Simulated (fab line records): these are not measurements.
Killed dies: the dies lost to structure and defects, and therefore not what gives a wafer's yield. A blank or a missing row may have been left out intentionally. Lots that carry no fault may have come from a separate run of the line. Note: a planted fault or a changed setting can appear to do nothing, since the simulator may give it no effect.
What tool caused it? + flow n5 finfet + 30 wafers from 10 lots sampled at 5 of the route's 1938 steps

WHAT THE GAUGES SHOWED, per wafer
N5_BEOL_M4_RC_MEAS_101.
| lot  | measured     | on        | DIBL_N (mV/V)  |
|------|--------------|-----------|----------------|
| L421 | day 7 19:00  | prober-01 | 34.3 35.3 36.3 |
| L422 | day 8 13:32  | prober-01 | 38.2 37.7 39.7 |
| L432 | day 10 22:40 | prober-01 | 34.4 36.0 35.0 |
| L433 | day 11 06:19 | prober-02 | 36.0 37.8 36.2 |
| L436 | day 11 20:47 | prober-02 | 35.1 38.3 39.6 |
| L434 | day 11 20:33 | prober-01 | 34.9 36.3 35.6 |
| L437 | day 12 01:35 | prober-01 | 38.8 36.8 35.9 |
| L438 | day 12 01:40 | prober-02 | 36.1 36.1 35.0 |
| L443 | day 13 20:19 | prober-01 | 36.9 36.1 37.2 |
| L444 | day 14 01:29 | prober-01 | 36.2 35.2 37.5 |

WHAT TOOL EACH LOT RAN ON (gives the tool, then ch and the chambers of the sampled wafers, and finally the start)
| lot  | N5_BEOL_M2_ANNEAL_80         | N5_BEOL_M2_SPUTTER_81        | N5_BEOL_M2_SPUTTER_94        | N5_BEOL_M2_SPUTTER_96        |
|------|------------------------------|------------------------------|------------------------------|------------------------------|
| L421 | pvd sputter-01, day 6 15:43  | pvd sputter-01, day 6 15:51  | pvd sputter-01, day 6 16:57  | pvd sputter-01, day 6 17:10  |
| L422 | pvd sputter-02, day 7 06:47  | pvd sputter-02, day 7 06:56  | pvd sputter-02, day 7 08:02  | pvd sputter-02, day 7 08:15  |
| L432 | pvd sputter-01, day 9 23:17  | pvd sputter-01, day 9 23:25  | pvd sputter-01, day 10 00:31 | pvd sputter-01, day 10 00:44 |
| L433 | pvd sputter-02, day 10 01:03 | pvd sputter-02, day 10 01:11 | pvd sputter-02, day 10 02:17 | pvd sputter-02, day 10 02:31 |
| L436 | pvd sputter-02, day 10 17:21 | pvd sputter-02, day 10 17:29 | pvd sputter-02, day 10 18:35 | pvd sputter-02, day 10 18:49 |
| L434 | pvd sputter-01, day 10 17:25 | pvd sputter-01, day 10 17:33 | pvd sputter-01, day 10 18:39 | pvd sputter-01, day 10 18:52 |
| L437 | pvd sputter-03, day 10 18:21 | pvd sputter-03, day 10 18:29 | pvd sputter-03, day 10 19:35 | pvd sputter-03, day 10 19:49 |
| L438 | pvd sputter-03, day 10 21:19 | pvd sputter-03, day 10 21:27 | pvd sputter-03, day 10 22:33 | pvd sputter-03, day 10 22:46 |
| L443 | pvd sputter-01, day 12 18:08 | pvd sputter-01, day 12 18:16 | pvd sputter-01, day 12 19:22 | pvd sputter-01, day 12 19:35 |
| L444 | pvd sputter-02, day 12 19:55 | pvd sputter-02, day 12 20:03 | pvd sputter-02, day 12 21:09 | pvd sputter-02, day 12 21:22 |
- N5_BEOL_M2_ANNEAL_80: time 240 s.
- N5_BEOL_M2_SPUTTER_81: material Cu, target thk 4.5 nm, time 8.29 s.
- N5_BEOL_M2_SPUTTER_94: material Cu, target thk 4.5 nm, time 8.29 s.
- N5_BEOL_M2_SPUTTER_96: material Cu, target thk 4.5 nm, time 8.29 s.

THE ANSWER, worked out from the rows above alone
Rule: the lots themselves supply what counts as usual. The widest of any qualifying gaps counts: lots, ordered by their means at a reading, are off when they make up no more than a third of the lots, leave a main group of 4 or more, and stand apart from it by 3 or more times the standard deviation of that group's means. A main group whose means are all the same, to the digits that the tables above print for the reading, isn't used. A lot without any number at a reading at which 4 lots or more have one is off too. Any other lot the step has rows for is counted as sound.
None of the lots is off at any reading shown; this tells nothing.

WHAT WAS PUT IN BY THE SIMULATOR
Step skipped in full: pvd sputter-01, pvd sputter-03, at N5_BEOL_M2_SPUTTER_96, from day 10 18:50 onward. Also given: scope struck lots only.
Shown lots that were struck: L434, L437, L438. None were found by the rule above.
